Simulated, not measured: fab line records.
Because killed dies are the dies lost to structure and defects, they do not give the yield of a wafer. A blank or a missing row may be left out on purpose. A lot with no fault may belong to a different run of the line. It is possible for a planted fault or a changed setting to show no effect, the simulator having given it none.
Which of the tools did it? :: flow n5 finfet :: 36 wafers from 12 lots sampled at 5 of the route's 1938 steps

WHAT THE GAUGES SHOWED, per wafer
N5_SD_EPI_P_EPI_MEAS_23.
lot: L075
measured: day 3 20:28
on: film metro-02
thk nm (nm): 62.4 59.5 60.6

lot: L077
measured: day 4 04:51
on: film metro-01
thk nm (nm): 61.7 61.5 63.6

lot: L079
measured: day 4 18:44
on: film metro-01
thk nm (nm): 61.6 61.2 62.0

lot: L081
measured: day 5 04:34
on: film metro-01
thk nm (nm): 61.5 60.9 62.2

lot: L083
measured: day 5 14:31
on: film metro-02
thk nm (nm): 61.5 63.4 61.4

lot: L085
measured: day 6 05:32
on: film metro-02
thk nm (nm): 61.8 60.4 59.0

lot: L087
measured: day 6 16:29
on: film metro-02
thk nm (nm): 61.7 63.5 62.6

lot: L089
measured: day 7 07:31
on: film metro-02
thk nm (nm): 59.6 60.9 62.2

lot: L091
measured: day 7 17:17
on: film metro-02
thk nm (nm): 59.0 61.2 61.2

lot: L093
measured: day 8 05:33
on: film metro-01
thk nm (nm): 62.4 61.0 63.4

lot: L095
measured: day 8 15:30
on: film metro-02
thk nm (nm): 60.7 58.7 62.0

lot: L097
measured: day 9 03:29
on: film metro-02
thk nm (nm): 62.8 62.1 62.4

WHAT TOOL EACH LOT RAN ON (gives the tool, then ch and the chambers of the sampled wafers, and finally the start)
lot: L075
N5_SPACER0_ALD_07: ald sin-03 ch 1,2, day 3 08:51
N5_SD_EPI_N_ETCH_35: rie diel-02 ch 0,1,2, day 3 11:11
N5_SD_EPI_P_ETCH_37: rie diel-03 ch 2,3, day 3 17:01
N5_SD_EPI_P_STRIP_40: plasma asher-01 ch 0,1, day 3 17:46

lot: L077
N5_SPACER0_ALD_07: ald sin-02 ch 0,1,2, day 3 19:23
N5_SD_EPI_N_ETCH_35: rie diel-06 ch 0,1, day 3 20:31
N5_SD_EPI_P_ETCH_37: rie diel-04 ch 0,1,3, day 4 01:24
N5_SD_EPI_P_STRIP_40: plasma asher-02 ch 0,1, day 4 02:08

lot: L079
N5_SPACER0_ALD_07: ald sin-03 ch 0,3, day 4 08:02
N5_SD_EPI_N_ETCH_35: rie diel-02 ch 2,3, day 4 09:10
N5_SD_EPI_P_ETCH_37: rie diel-03 ch 1,3, day 4 15:16
N5_SD_EPI_P_STRIP_40: plasma asher-01 ch 0,1, day 4 16:01

lot: L081
N5_SPACER0_ALD_07: ald sin-04 ch 0,1,2, day 4 17:12
N5_SD_EPI_N_ETCH_35: rie diel-06 ch 0,1, day 4 18:21
N5_SD_EPI_P_ETCH_37: rie diel-04 ch 0,1,3, day 5 00:16
N5_SD_EPI_P_STRIP_40: plasma asher-01 ch 1, day 5 01:01

lot: L083
N5_SPACER0_ALD_07: ald sin-02 ch 1,2,3, day 5 05:22
N5_SD_EPI_N_ETCH_35: rie diel-06 ch 1,3, day 5 06:24
N5_SD_EPI_P_ETCH_37: rie diel-01 ch 0,1, day 5 11:04
N5_SD_EPI_P_STRIP_40: plasma asher-01 ch 0,1, day 5 11:48

lot: L085
N5_SPACER0_ALD_07: ald sin-02 ch 0,3, day 5 18:56
N5_SD_EPI_N_ETCH_35: rie diel-02 ch 0,1,2, day 5 19:58
N5_SD_EPI_P_ETCH_37: rie diel-01 ch 0,3, day 6 01:14
N5_SD_EPI_P_STRIP_40: plasma asher-02 ch 0,1, day 6 01:58

lot: L087
N5_SPACER0_ALD_07: ald sin-02 ch 2,3, day 6 05:25
N5_SD_EPI_N_ETCH_35: rie diel-05 ch 1,2, day 6 06:38
N5_SD_EPI_P_ETCH_37: rie diel-04 ch 2,3, day 6 11:54
N5_SD_EPI_P_STRIP_40: plasma asher-02 ch 0,1, day 6 12:56

lot: L089
N5_SPACER0_ALD_07: ald sin-02 ch 1,2,3, day 6 22:28
N5_SD_EPI_N_ETCH_35: rie diel-02 ch 1,3, day 6 23:37
N5_SD_EPI_P_ETCH_37: rie diel-04 ch 0,1, day 7 04:04
N5_SD_EPI_P_STRIP_40: plasma asher-02 ch 1, day 7 04:49

lot: L091
N5_SPACER0_ALD_07: ald sin-02 ch 0,2,3, day 7 08:14
N5_SD_EPI_N_ETCH_35: rie diel-02 ch 0,2,3, day 7 09:23
N5_SD_EPI_P_ETCH_37: rie diel-04 ch 0,3, day 7 13:49
N5_SD_EPI_P_STRIP_40: plasma asher-02 ch 1, day 7 14:34

lot: L093
N5_SPACER0_ALD_07: ald sin-03 ch 1,2, day 7 20:31
N5_SD_EPI_N_ETCH_35: rie diel-02 ch 0,1, day 7 21:40
N5_SD_EPI_P_ETCH_37: rie diel-01 ch 2,3, day 8 02:06
N5_SD_EPI_P_STRIP_40: plasma asher-01 ch 0,1, day 8 02:52

lot: L095
N5_SPACER0_ALD_07: ald sin-02 ch 0,1,2, day 8 05:20
N5_SD_EPI_N_ETCH_35: rie diel-06 ch 0,2, day 8 06:42
N5_SD_EPI_P_ETCH_37: rie diel-04 ch 0,1,2, day 8 12:03
N5_SD_EPI_P_STRIP_40: plasma asher-02 ch 0,1, day 8 12:47

lot: L097
N5_SPACER0_ALD_07: ald sin-02 ch 1,2,3, day 8 17:38
N5_SD_EPI_N_ETCH_35: rie diel-06 ch 0,1, day 8 18:47
N5_SD_EPI_P_ETCH_37: rie diel-04 ch 0,1,2, day 8 23:59
N5_SD_EPI_P_STRIP_40: plasma asher-02 ch 0,1, day 9 00:45
- N5_SPACER0_ALD_07: deposits SiNx, target thk 2 nm.
- N5_SD_EPI_N_ETCH_35: etches SOC in N2/H2, overetch 108 nm, time 486 s.
- N5_SD_EPI_P_ETCH_37: etches SOC in N2/H2, overetch 108 nm, time 486 s.
- N5_SD_EPI_P_STRIP_40: strips in N2/H2.

THE ANSWER, worked out from the rows above alone
Rule: the lots themselves supply what counts as usual. The widest of any qualifying gaps counts: lots, ordered by their means at a reading, are off when they make up no more than a third of the lots, leave a main group of 4 or more, and stand apart from it by 3 or more times the standard deviation of that group's means. A main group is skipped when, at the precision printed for the reading in the tables above, its means are all equal. Also off: a lot with no number at a reading for which 4 or more lots have one. All remaining lots with rows at the step are treated as sound.
Across all readings shown, no lot is off: no conclusion can be drawn from this.

WHAT WAS PUT IN BY THE SIMULATOR
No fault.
